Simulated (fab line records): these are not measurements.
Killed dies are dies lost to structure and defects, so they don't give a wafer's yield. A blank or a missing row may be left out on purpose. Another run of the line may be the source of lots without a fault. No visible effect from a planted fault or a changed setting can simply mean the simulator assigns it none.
Chamber matching + flow nand_harc + NHARC_A_WL_FILL_CMP_12 on cmp-04: 4 sister chambers
The step polishes, t overpolish 30 s, target thk 100 nm. 16 wafers are shown with their chamber, then 8 later ones without.

== WAFERS WITH THEIR CHAMBER ==
| wafer  | chamber | motor_current_A (A) | slurry_filter_dp_kPa (kPa) | time_to_endpoint_s (s) |
|--------|---------|---------------------|----------------------------|------------------------|
| L074.3 | 3       | 11.6                | 13.53                      | 19.3                   |
| L074.5 | 0       | 10.6                | 13.51                      | 19.2                   |
| L074.6 | 3       | 12.2                | 13.56                      | 18.9                   |
| L077.2 | 3       | 12.4                | 13.42                      | 17.7                   |
| L077.5 | 3       | 12.5                | 13.46                      | 15.9                   |
| L077.6 | 2       | 11.8                | 13.61                      | 16.7                   |
| L078.1 | 0       | 11.1                | 13.67                      | 21.9                   |
| L078.4 | 1       | 12.3                | 13.38                      | 18.5                   |
| L078.6 | 0       | 11.5                | 13.49                      | 20.0                   |
| L085.2 | 0       | 11.0                | 13.47                      | 14.2                   |
| L085.3 | 1       | 12.6                | 13.28                      | 16.6                   |
| L085.4 | 3       | 12.1                | 13.57                      | 14.9                   |
| L086.2 | 3       | 12.6                | 13.47                      | 18.1                   |
| L086.4 | 0       | 10.7                | 13.64                      | 18.3                   |
| L086.5 | 1       | 12.4                | 13.40                      | 18.3                   |
| L090.2 | 2       | 12.3                | 13.53                      | 15.9                   |

SIGNATURES (means of the wafers above)
| reading              | chamber 0 | chamber 1 | chamber 2 | chamber 3 | scatter within a chamber |
|----------------------|-----------|-----------|-----------|-----------|--------------------------|
| motor_current_A      | 10.980    | 12.433    | 12.050    | 12.233    | 0.333                    |
| slurry_filter_dp_kPa | 13.5560   | 13.3533   | 13.5700   | 13.5017   | 0.0728                   |
| time_to_endpoint_s   | 18.720    | 17.800    | 16.300    | 17.467    | 2.04                     |
Rule: for a wafer and a chamber, the distance is found by dividing, reading by reading, the gap between the wafer's reading and the chamber's mean by the reading's scatter, squaring, summing and taking the root. If the next closest chamber is less than 2 further off than the closest, the wafer can't be placed; otherwise it belongs to the closest. How the scatter is found: for the shown wafers, subtract from each reading the mean of its chamber, square and add these, divide the total by (wafers less chambers), then take the root.

== WAFERS WITHOUT THEIR CHAMBER ==
| wafer  | motor_current_A (A) | slurry_filter_dp_kPa (kPa) | time_to_endpoint_s (s) |
|--------|---------------------|----------------------------|------------------------|
| L090.5 | 12.4                | 13.60                      | 16.9                   |
| L090.6 | 12.0                | 13.49                      | 19.2                   |
| L095.1 | 12.6                | 13.45                      | 18.1                   |
| L095.4 | 12.7                | 13.64                      | 20.6                   |
| L095.5 | 13.2                | 13.59                      | 21.5                   |
| L096.2 | 11.4                | 13.55                      | 20.1                   |
| L096.3 | 11.9                | 13.53                      | 18.4                   |
| L096.6 | 10.8                | 13.54                      | 18.4                   |

== EACH ONE'S CHAMBER ==
| wafer  | from the rows above               | in truth |
|--------|-----------------------------------|----------|
| L090.5 | can't be placed: 2 or 3           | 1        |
| L090.6 | can't be placed: 3 or 2 or 1      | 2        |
| L095.1 | can't be placed: 3 or 1 or 2      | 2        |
| L095.4 | can't be placed: 3 or 2 or 1      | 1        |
| L095.5 | can't be placed: 3 or 2 or 1      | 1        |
| L096.2 | can't be placed: 0 or 2 or 3      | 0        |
| L096.3 | can't be placed: 3 or 2 or 0 or 1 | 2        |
| L096.6 | 0                                 | 0        |
Correct placement for 1 of the 8. Unplaceable from these rows: 7, with the true chamber sitting among the candidates in 6. Placed wrongly: 0.
